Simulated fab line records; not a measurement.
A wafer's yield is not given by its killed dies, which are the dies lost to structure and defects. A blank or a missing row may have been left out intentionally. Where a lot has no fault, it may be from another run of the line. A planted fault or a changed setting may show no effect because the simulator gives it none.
Which tool did it? -- flow n5-finfet -- Sampling: 15 lots, 44 wafers, 6 of 1938 route steps

== WHAT EACH GAUGE READ, for each wafer ==
N5_BEOL_M6_OCD_MEAS_38.
lot,measured,on,trench-depth-nm (nm)
L881,day 9 01:33,ocd-01,92.2 94.1 95.1
L884,day 9 04:37,ocd-01,93.8 93.5 97.6
L883,day 9 05:01,ocd-01,93.2 93.0 95.8
L885,day 10 01:47,ocd-02,93.7 96.9 93.7
L886,day 10 03:47,ocd-02,92.9 94.7 95.8
L888,day 10 12:30,ocd-02,97.0 93.3 96.9
L890,day 11 11:32,ocd-01,94.9 94.3 96.5
L892,day 11 18:19,ocd-02,93.1 94.0 96.0
L895,day 12 01:49,ocd-02,97.2 94.6 95.7
L894,day 12 01:53,ocd-01,94.5 96.4 93.7
L899,day 13 02:44,ocd-01,94.6 96.2 94.8
L900,day 13 14:09,ocd-01,93.2 95.0 92.7
L901,day 13 20:31,ocd-02,92.4 94.8 95.8
L902,day 14 03:43,ocd-02,95.9 92.1 95.9
L904,day 15 04:58,ocd-02,96.1 96.1

N5_BEOL_M7_OVL_MEAS_12.
lot,measured,on,M7_OVL (nm)
L881,day 9 06:43,overlay-01,-0.7 0.6 0.6
L884,day 9 10:10,overlay-02,0.8 0.3 -0.4
L883,day 9 10:12,overlay-02,0.2 -0.1 0.4
L885,day 10 06:59,overlay-01,-0.1 -1.0 -1.4
L886,day 10 10:11,overlay-02,0.0 -0.3 0.3
L888,day 10 17:46,overlay-02,1.0 0.7 0.4
L890,day 11 16:15,overlay-02,-0.9 -1.0 -0.4
L892,day 12 01:12,overlay-01,0.7 1.5 0.8
L895,day 12 07:02,overlay-02,1.6 0.3 0.8
L894,day 12 07:21,overlay-02,0.9 1.9 0.7
L899,day 13 07:54,overlay-01,-0.5 0.4 0.3
L900,day 13 20:43,overlay-01,-0.3 1.5 0.7
L901,day 14 02:37,overlay-01,-0.2 -0.5 0.6
L902,day 14 08:38,overlay-02,0.8 0.6 0.7
L904,day 15 08:40,overlay-02,0.4 -0.2

N5_BEOL_M7_CD_MEAS_18: pitch 80 nm, target cd 40 nm.
lot,measured,on,cd-nm (nm)
L881,day 9 07:14,cd-sem-02,38.9 39.9 38.7
L884,day 9 10:47,cd-sem-02,39.7 39.0 39.6
L883,day 9 10:56,cd-sem-03,40.3 39.3 39.4
L885,day 10 07:31,cd-sem-03,40.5 39.9 40.9
L886,day 10 11:10,cd-sem-03,40.2 38.9 39.1
L888,day 10 18:17,cd-sem-02,40.3 39.6 40.3
L890,day 11 16:46,cd-sem-01,39.9 40.7 41.4
L892,day 12 01:46,cd-sem-01,- - -
L895,day 12 07:36,cd-sem-01,- - -
L894,day 12 07:56,cd-sem-01,- - -
L899,day 13 08:26,cd-sem-01,40.4 40.0 40.9
L900,day 13 21:20,cd-sem-01,40.6 41.8 39.9
L901,day 14 03:17,cd-sem-03,39.2 39.4 39.6
L902,day 14 09:19,cd-sem-03,40.3 39.9 39.3
L904,day 15 10:49,cd-sem-02,39.8 39.5

== EACH LOT AND THE TOOL THAT RAN IT (in order: tool; ch and the chambers of the sampled wafers; start) ==
lot,N5_BEOL_M6_SPUTTER_48,N5_BEOL_M7_HM_DEP_02,N5_BEOL_M7_HM_OPEN_17
L881,"pvd-sputter-03, day 9 04:04","pvd-sputter-01, day 9 06:11","rie-metal-01 ch 0,1, day 9 07:03"
L884,"pvd-sputter-02, day 9 06:36","pvd-sputter-03, day 9 09:38","rie-metal-01 ch 0,1, day 9 10:34"
L883,"pvd-sputter-02, day 9 06:47","pvd-sputter-03, day 9 09:44","rie-metal-02 ch 0,1, day 9 10:39"
L885,"pvd-sputter-01, day 10 03:31","pvd-sputter-02, day 10 06:28","rie-metal-01 ch 0,1, day 10 07:20"
L886,"pvd-sputter-02, day 10 06:17","pvd-sputter-02, day 10 09:40","rie-metal-01 ch 0,1, day 10 10:59"
L888,"pvd-sputter-02, day 10 14:32","pvd-sputter-02, day 10 17:14","rie-metal-02 ch 0,1, day 10 18:08"
L890,"pvd-sputter-03, day 11 12:58","pvd-sputter-03, day 11 15:43","rie-metal-03 ch 0,1, day 11 16:35"
L892,"pvd-sputter-02, day 11 22:41","pvd-sputter-03, day 12 00:40","rie-metal-01 ch 0,1, day 12 01:32"
L895,"pvd-sputter-03, day 12 03:47","pvd-sputter-01, day 12 06:31","rie-metal-01 ch 0,1, day 12 07:23"
L894,"pvd-sputter-01, day 12 04:08","pvd-sputter-01, day 12 06:57","rie-metal-02 ch 0,1, day 12 07:45"
L899,"pvd-sputter-01, day 13 04:16","pvd-sputter-01, day 13 07:22","rie-metal-01 ch 0,1, day 13 08:16"
L900,"pvd-sputter-01, day 13 17:11","pvd-sputter-03, day 13 20:11","rie-metal-03 ch 0,1, day 13 21:09"
L901,"pvd-sputter-03, day 13 21:58","pvd-sputter-03, day 14 02:05","rie-metal-02 ch 1, day 14 03:04"
L902,"pvd-sputter-03, day 14 05:18","pvd-sputter-01, day 14 08:07","rie-metal-02 ch 1, day 14 09:01"
L904,"pvd-sputter-02, day 15 06:23","pvd-sputter-02, day 15 08:16","rie-metal-01 ch 0, day 15 10:20"
- N5_BEOL_M6_SPUTTER_48: material Cu, target thk 10 nm, time 1.667 s.
- N5_BEOL_M7_HM_DEP_02: deposits TiN, target thk 20 nm.
- N5_BEOL_M7_HM_OPEN_17: chemistry Cl2/BCl3, target TiN, target depth 20 nm, overetch 6 nm.

== AS READ BY THE TOOLS THEMSELVES (means over the sampled wafers that have a number; for cases with no such wafer, the mark the record gives instead) ==
N5_BEOL_M6_SPUTTER_48.
lot,tool,bias-v (V),throttle-valve-pct (%)
L881,pvd-sputter-03,60.3,29.9
L884,pvd-sputter-02,60.0,31.2
L883,pvd-sputter-02,59.7,30.8
L885,pvd-sputter-01,60.9,30.8
L886,pvd-sputter-02,59.1,30.2
L888,pvd-sputter-02,60.2,30.9
L890,pvd-sputter-03,60.0,29.9
L892,pvd-sputter-02,60.0,30.2
L895,pvd-sputter-03,60.2,29.9
L894,pvd-sputter-01,60.3,30.9
L899,pvd-sputter-01,59.9,30.3
L900,pvd-sputter-01,59.4,31.2
L901,pvd-sputter-03,60.1,29.8
L902,pvd-sputter-03,59.9,30.4
L904,pvd-sputter-02,59.7,31.0

N5_BEOL_M7_HM_DEP_02.
lot,tool,chamber-pressure-pa (Pa),substrate-temp-c (C),throttle-valve-pct (%)
L881,pvd-sputter-01,0.5003,25.03,30.8
L884,pvd-sputter-03,0.5005,24.88,30.8
L883,pvd-sputter-03,0.4993,25.07,30.4
L885,pvd-sputter-02,0.5004,24.99,30.1
L886,pvd-sputter-02,0.4998,24.98,30.1
L888,pvd-sputter-02,0.4999,25.09,30.7
L890,pvd-sputter-03,0.4998,24.96,29.8
L892,pvd-sputter-03,-,-,-
L895,pvd-sputter-01,-,-,-
L894,pvd-sputter-01,-,-,-
L899,pvd-sputter-01,0.5001,24.98,31.6
L900,pvd-sputter-03,0.5000,24.94,30.4
L901,pvd-sputter-03,0.5010,24.99,30.9
L902,pvd-sputter-01,0.5002,25.04,31.1
L904,pvd-sputter-02,0.5007,25.06,31.0

N5_BEOL_M7_HM_OPEN_17.
lot,tool,drypump-motor-current-A (A),mfc-cl2-sccm (sccm),oes-product-au (a.u.),rf-fwd-power-W (W),throttle-valve-pct (%)
L881,rie-metal-01,5.9,53.17,0.55,987,22.49
L884,rie-metal-01,5.8,53.33,0.56,985,22.47
L883,rie-metal-02,5.8,53.16,0.55,990,22.46
L885,rie-metal-01,6.1,53.32,0.54,989,22.59
L886,rie-metal-01,6.1,53.29,0.54,990,22.60
L888,rie-metal-02,5.8,53.20,0.54,993,22.47
L890,rie-metal-03,5.8,53.11,0.68,997,22.32
L892,rie-metal-01,6.1,53.29,0.28,992,23.23
L895,rie-metal-01,5.9,53.17,0.32,992,23.09
L894,rie-metal-02,5.8,53.21,0.28,993,22.99
L899,rie-metal-01,5.9,53.21,0.71,990,22.43
L900,rie-metal-03,5.5,53.26,0.66,992,22.19
L901,rie-metal-02,5.6,53.26,0.78,996,22.28
L902,rie-metal-02,5.6,53.18,0.79,991,22.27
L904,rie-metal-01,5.5,53.14,0.76,985,22.34

== THE ANSWER, worked out from the rows above alone ==
Rule: usual is defined by the lots themselves. The widest of any qualifying gaps counts: lots, ordered by their means at a reading, are off when they make up no more than a third of the lots, leave a main group of 4 or more, and stand apart from it by 3 or more times the standard deviation of that group's means. The tables above print the reading to a certain number of digits; a main group whose means all agree to those digits is not used. Also off: a lot with no number at a reading for which 4 or more lots have one. Where the step has rows for the other lots, those lots are counted as sound. First the gauges in route order, then the tools' own readings, where a lot's mean is used as printed above. The first step at which some lot is off is used, and at that step the reading that is off furthest; a lot without a number counts as furthest.
Off, at N5_BEOL_M7_CD_MEAS_18 on cd-nm: L892, L895, L894. Without a number there: L892, L895, L894. Main group: mean 39.9 nm, sd 0.53.
A tool fits if, at a process step before that reading, it ran every lot that is off, and no sound lot after the first of them. The gauges at N5_BEOL_M7_CD_MEAS_18 aren't tried: what is off there is off at N5_BEOL_M7_HM_DEP_02 too, on other tools, and a gauge's error can't cause that. Not one of the candidates tried fits.

== WHAT THE SIMULATOR HAD INSERTED ==
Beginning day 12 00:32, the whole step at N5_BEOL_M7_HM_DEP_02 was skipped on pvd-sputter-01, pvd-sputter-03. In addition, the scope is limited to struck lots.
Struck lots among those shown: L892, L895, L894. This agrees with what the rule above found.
